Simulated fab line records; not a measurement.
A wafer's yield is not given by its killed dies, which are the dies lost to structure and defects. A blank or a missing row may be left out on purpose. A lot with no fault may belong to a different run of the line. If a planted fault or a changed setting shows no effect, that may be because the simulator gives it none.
Which tool was responsible? :: flow n5 finfet :: 24 lots with 72 wafers sampled at 2 steps, on a route of 1938 steps

## WHAT EACH GAUGE READ, for each wafer
N5_BEOL_M15_OVL_MEAS_29.
lot: L074
measured: day 12 05:49
on: overlay-01
M15_OVL (nm): 8 5 2

lot: L075
measured: day 12 13:55
on: overlay-02
M15_OVL (nm): -5 -13 1

lot: L077
measured: day 12 17:25
on: overlay-01
M15_OVL (nm): 6 1 5

lot: L076
measured: day 13 00:38
on: overlay-01
M15_OVL (nm): 9 10 1

lot: L078
measured: day 13 06:38
on: overlay-02
M15_OVL (nm): 8 7 8

lot: L080
measured: day 13 09:17
on: overlay-01
M15_OVL (nm): 5 6 7

lot: L079
measured: day 13 10:30
on: overlay-02
M15_OVL (nm): 3 5 1

lot: L081
measured: day 13 23:49
on: overlay-02
M15_OVL (nm): -3 7 11

lot: L083
measured: day 14 13:53
on: overlay-01
M15_OVL (nm): 10 1 14

lot: L082
measured: day 14 14:30
on: overlay-01
M15_OVL (nm): 9 12 10

lot: L084
measured: day 15 07:16
on: overlay-01
M15_OVL (nm): 20 9 19

lot: L085
measured: day 15 11:20
on: overlay-02
M15_OVL (nm): -2 9 7

lot: L089
measured: day 15 12:32
on: overlay-01
M15_OVL (nm): 13 7 6

lot: L086
measured: day 15 17:11
on: overlay-02
M15_OVL (nm): 10 6 9

lot: L087
measured: day 15 17:44
on: overlay-01
M15_OVL (nm): 1 11 21

lot: L088
measured: day 15 20:03
on: overlay-02
M15_OVL (nm): 7 -10 -10

lot: L091
measured: day 16 15:41
on: overlay-02
M15_OVL (nm): -2 -5 4

lot: L090
measured: day 16 19:11
on: overlay-01
M15_OVL (nm): 3 12 4

lot: L092
measured: day 16 19:31
on: overlay-02
M15_OVL (nm): 1 10 5

lot: L094
measured: day 17 04:25
on: overlay-01
M15_OVL (nm): 5 6 5

lot: L093
measured: day 17 22:47
on: overlay-01
M15_OVL (nm): 7 3 0

lot: L095
measured: day 17 23:00
on: overlay-02
M15_OVL (nm): 1 6 1

lot: L096
measured: day 18 04:18
on: overlay-02
M15_OVL (nm): 2 -3 5

lot: L097
measured: day 18 09:25
on: overlay-01
M15_OVL (nm): 9 13 17

N5_BEOL_M15_INSPECT_30: inspects for defects (macro).
lot: L074
measured: day 12 05:50
on: defect inspect-01
raw defect count: 0 2 3

lot: L075
measured: day 12 13:56
on: defect inspect-01
raw defect count: 0 2 1

lot: L077
measured: day 12 17:26
on: defect inspect-01
raw defect count: 1 0 2

lot: L076
measured: day 13 00:40
on: defect inspect-02
raw defect count: 4 3 1

lot: L078
measured: day 13 06:40
on: defect inspect-02
raw defect count: 1 0 2

lot: L080
measured: day 13 09:19
on: defect inspect-01
raw defect count: 1 3 1

lot: L079
measured: day 13 10:31
on: defect inspect-02
raw defect count: 5 1 3

lot: L081
measured: day 13 23:50
on: defect inspect-01
raw defect count: 2 5 3

lot: L083
measured: day 14 13:54
on: defect inspect-01
raw defect count: 3 1 2

lot: L082
measured: day 14 14:31
on: defect inspect-02
raw defect count: 3 2 1

lot: L084
measured: day 15 07:17
on: defect inspect-02
raw defect count: 0 2 2

lot: L085
measured: day 15 11:22
on: defect inspect-01
raw defect count: 1 4 1

lot: L089
measured: day 15 12:34
on: defect inspect-02
raw defect count: 3 1 2

lot: L086
measured: day 15 17:13
on: defect inspect-01
raw defect count: 1 1 0

lot: L087
measured: day 15 17:46
on: defect inspect-02
raw defect count: 2 4 0

lot: L088
measured: day 15 20:04
on: defect inspect-02
raw defect count: 6 1 3

lot: L091
measured: day 16 15:43
on: defect inspect-02
raw defect count: 4 4 1

lot: L090
measured: day 16 19:12
on: defect inspect-02
raw defect count: 4 1 4

lot: L092
measured: day 16 19:46
on: defect inspect-02
raw defect count: 2 1 2

lot: L094
measured: day 17 04:26
on: defect inspect-02
raw defect count: 3 0 4

lot: L093
measured: day 17 22:49
on: defect inspect-01
raw defect count: 0 2 2

lot: L095
measured: day 17 23:02
on: defect inspect-01
raw defect count: 1 4 2

lot: L096
measured: day 18 04:19
on: defect inspect-01
raw defect count: 3 1 1

lot: L097
measured: day 18 09:26
on: defect inspect-01
raw defect count: 2 2 3

## WHAT TOOL EACH LOT RAN ON (gives the tool, then ch and the chambers of the sampled wafers, and finally the start)
There is no process step in the record ahead of these readings.

## AS READ BY THE TOOLS THEMSELVES (means over the sampled wafers that have a number; for cases with no such wafer, the mark the record gives instead)
The record holds no such reading with a usual standard deviation.

## THE ANSWER, worked out from the rows above alone
Rule: usual is defined by the lots themselves. Put in order of their means at a reading, lots are off if they are a third of the lots or fewer, leave a main group of 4 or more, and stand apart from it by a gap of 3 or more times the standard deviation of the main group's means; of several such gaps the widest counts. The tables above print the reading to a certain number of digits; a main group whose means all agree to those digits is not used. A lot without any number at a reading at which 4 lots or more have one is off too. Any other lot the step has rows for is counted as sound. First the gauges in route order, then the tools' own readings, where a lot's mean is used as printed above. At the first step where some lot is off, the reading lying furthest off is the one used; lots without a number count as furthest.
No lot is off on any of the readings shown, so nothing can be concluded from this.

## WHAT WAS PUT IN BY THE SIMULATOR
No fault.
